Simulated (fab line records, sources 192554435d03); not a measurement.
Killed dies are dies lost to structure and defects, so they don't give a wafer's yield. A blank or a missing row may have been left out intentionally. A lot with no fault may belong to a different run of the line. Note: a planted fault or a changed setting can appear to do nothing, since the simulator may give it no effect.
3 desks looking at one fault    flow n5-finfet    only its own numbers are on each desk; what lay behind them is given at the end

## FROM THE METROLOGY DESK
What the gauges read for every lot (on any tool): the sampled wafers with a number, averaged. A lot is out of limits, marked OUT, if its mean lies more than 4 standard deviations from the usual mean; the brackets give that distance.
Columns: A = cd-nm at N5_BEOL_M15_CD_MEAS_10, usual 360.4 nm; B = V14_OVL at N5_BEOL_M15_OVL_MEAS_11, usual -1 nm; C = cd-nm at N5_BEOL_M15_CD_MEAS_17, usual 361.2 nm
lot   first seen here  A      B   C
L869  day 12 01:39     359.7  -4  358.8
L872  day 12 15:44     361.6  0   362.5
L875  day 13 20:48     361.8  -5  362.6
L879  day 14 21:35     359.4  0   359.2
L882  day 15 09:32     362.4  -4  363.1
L888  day 17 00:39     357.7  6   358.6
Result from this desk: across the 6 lots, nothing is out of limits.

## THE DEFECT DESK
What the inspections along the route counted, lot by lot: means of the sampled wafers that have a number. A lot is out of limits, marked OUT, if its mean lies more than 4 standard deviations from the usual mean; the brackets give that distance.
Columns: A = raw-defect-count at N5_BEOL_M15_INSPECT_12, usual 2.1
lot   first seen here  A
L869  day 12 01:43     2.0
L872  day 12 15:47     1.3
L875  day 13 20:51     2.3
L879  day 14 21:38     1.7
L882  day 15 09:35     3.7
L888  day 17 00:42     3.3
Result from this desk: across the 6 lots, nothing is out of limits.

## TOOL OWNER'S DESK, litho-track-03
The tool's own readings at N5_BEOL_M15_COAT_56 (time 60 s, resist thk 550 nm): means of the sampled wafers that have a number, for each lot that ran on this tool. A lot is out of limits, marked OUT, if its mean lies more than 4 standard deviations from the usual mean; the brackets give that distance.
Columns: A = heater-power-total-W at N5_BEOL_M15_COAT_56, usual 500.4 W; B = plate-temp-C at N5_BEOL_M15_COAT_56, usual 250.00 C
lot   first seen here  A                B
L869  day 12 03:16     500.0            249.94
L875  day 13 21:25     438.4 (-34) OUT  223.83 (-99 or more) OUT
L879  day 14 22:13     439.1 (-34) OUT  224.01 (-99 or more) OUT
This desk finds L875, L879 out of limits, L875 being first, at day 13 21:25 (heater-power-total-W at N5_BEOL_M15_COAT_56). Within limits: L869.

## BROUGHT TOGETHER
The tool owner's desk had the chance to raise an alarm at day 13 21:25 on L875, L879.
From the metrology desk's view, nothing was out of limits.
The defect desk saw nothing out of limits.
The metrology desk has L875, L879 on record, within its limits.
The defect desk has L875, L879 on record, within its limits.
N5_BEOL_M15_COAT_56 was run on litho-track-03 by each of the lots named.

## WHAT THE SIMULATOR HAD INSERTED
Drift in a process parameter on litho-track-03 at N5_BEOL_M15_COAT_56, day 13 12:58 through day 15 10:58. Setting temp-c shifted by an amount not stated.
Struck lots among those shown: L875, L879.
How many hours passed from the start of the fault until each desk's first out-of-limits reading: the tool owner's desk, 8.
